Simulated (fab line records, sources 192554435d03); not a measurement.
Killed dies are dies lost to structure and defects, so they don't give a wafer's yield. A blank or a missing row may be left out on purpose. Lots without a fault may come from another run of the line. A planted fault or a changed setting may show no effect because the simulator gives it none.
Split-lot experiment | flow n5_finfet | 7 lots, 21 wafers read, on a route of 1938 steps

THE SPLIT
At N5_BEOL_M10_PECVD_70 (deposits SiO2 from TEOS/O2, target thk 20 nm, time 22.7 s), the setting temp_c was moved away from the recipe's 400 C on 7 of the 21 wafers read, by -3.1% to +3.1%. The other wafers ran this setting at the recipe's value.

FROM THE SPLIT TO THE READING: what the file shows between them, 3 steps
- N5_BEOL_M10_TRENCH_ETCH_37: etches SiCOH lowk in C4F6/O2, target depth 148.83 nm, time 48 s (also split here: bias_w)
- N5_BEOL_M10_ETCH_41: etches SiCN in CH3F/O2, target depth 42.6 nm, time 86 s (also split here: source_w)
- N5_BEOL_M10_STRIP_77: strips in N2/H2, time 10 s

THE READING
SiO2_of_BEOL_M10_PECVD_70.thk_nm (the simulator's own value, which no gauge read), in nm, at N5_BEOL_M10_HM_STRIP_39 (strips TiN in peroxide tin strip, target depth 25 nm, time 158 s). The file gives no usual value for it. The 14 wafers here that ran the recipe average 19.7 nm, standard deviation 0.26 nm.

wafer  | tool, chamber at the split | temp_c as run, C | against the recipe | SiO2_of_BEOL_M10_PECVD_70.thk_nm, nm | against lot-mates on the recipe
L075.2 | pecvd-01, 2                | 400              | recipe             | 20.2                                 | -
L075.3 | pecvd-01, 1                | 400              | recipe             | 19.8                                 | -
L075.6 | pecvd-01, 1                | 400              | recipe             | 20                                   | -
L077.1 | pecvd-01, 1                | 400              | recipe             | 19.6                                 | -
L077.2 | pecvd-01, 2                | 410.4            | +2.6%              | 18.4                                 | -1.1
L077.3 | pecvd-01, 0                | 400              | recipe             | 19.4                                 | -
L076.1 | pecvd-01, 2                | 400              | recipe             | 19.6                                 | -
L076.2 | pecvd-01, 1                | 400              | recipe             | 19.2                                 | -
L076.3 | pecvd-01, 0                | 400              | recipe             | 19.4                                 | -
L083.3 | pecvd-04, 2                | 400              | recipe             | 19.8                                 | -
L083.4 | pecvd-04, 1                | 400              | recipe             | 20                                   | -
L083.5 | pecvd-04, 0                | 412.4            | +3.1%              | 18                                   | -1.9
L085.2 | pecvd-03, 2                | 387.7            | -3.1%              | 21.4                                 | +1.6
L085.4 | pecvd-03, 1                | 400              | recipe             | 19.8                                 | -
L085.6 | pecvd-03, 2                | 387.7            | -3.1%              | 22                                   | +2.2
L092.1 | pecvd-04, 0                | 400              | recipe             | 19.8                                 | -
L092.3 | pecvd-04, 2,1              | 400              | recipe             | 19.6                                 | -
L092.6 | pecvd-04, 2,1              | 400              | recipe             | 19.6                                 | -
L096.3 | pecvd-01, 2                | 411.3            | +2.8%              | 18.2                                 | no lot-mate on the recipe
L096.4 | pecvd-01, 1                | 411.3            | +2.8%              | 18.6                                 | no lot-mate on the recipe
L096.5 | pecvd-01, 2                | 411.3            | +2.8%              | 18.6                                 | no lot-mate on the recipe
Where a row lists several chambers, the file gives one row for several wafers and doesn't say which wafer went through which chamber.

THE FIT
A straight line over all 21 wafers: SiO2_of_BEOL_M10_PECVD_70.thk_nm changes by -0.541 nm for each +1% of temp_c; r = -0.95; the points scatter about the line by 0.29 nm.
The same after taking each lot's own level away (the mean of its wafers on the recipe; 18 wafers): -0.579 nm for each +1%; r = -0.98; scatter 0.19 nm.
On that fit, the largest move of temp_c shifts the reading by 1.8 nm.
The lots' own levels span 19.40 to 20.00 nm, that is 2.3 times the standard deviation above.
So the lot-to-lot level changes the slope little: the two slopes agree.
Check: with one of the wafers moved furthest among these (+3.1%) left out of the fit, the line predicts -1.7 nm for it against its lot-mates. It came out at -1.9 nm against them.

OTHER SPLITS ON THESE WAFERS
These wafers also went through other splits before the reading. Each is held against what the fit with the lots' levels taken away leaves over:
other split on the same wafers    | wafers away from the commonest value | r with SiO2_of_BEOL_M10_PECVD_70.thk_nm (lot level and that fit taken away)
N5_BEOL_M8_TRENCH_ETCH_37 bias_w  | 5                                    | +0.16
N5_BEOL_M10_TRENCH_ETCH_37 bias_w | 6                                    | +0.03
N5_BEOL_M10_ETCH_41 source_w      | 9                                    | +0.05

THE WHOLE CHAIN: every reading that the file lists as answering this split, in the file's order
step                    | what it does                                                     | reading                                                                           | change (the file's fit)               | r (the file's)
N5_BEOL_M10_PECVD_70    | deposits SiO2 from TEOS/O2, target thk 20 nm, time 22.7 s        | SiO2_of_BEOL_M10_PECVD_70.thk_nm (the simulator's own value, which no gauge read) | -0.541 nm for each +1% of the setting | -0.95
N5_BEOL_M10_HM_STRIP_39 | strips TiN in peroxide tin strip, target depth 25 nm, time 158 s | SiO2_of_BEOL_M10_PECVD_70.thk_nm (the simulator's own value, which no gauge read) | -0.565 nm for each +1% of the setting | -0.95

THE FILE'S OWN FIT
SiO2_of_BEOL_M10_PECVD_70.thk_nm changes by -0.565 nm for each +1% of temp_c, r = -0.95.
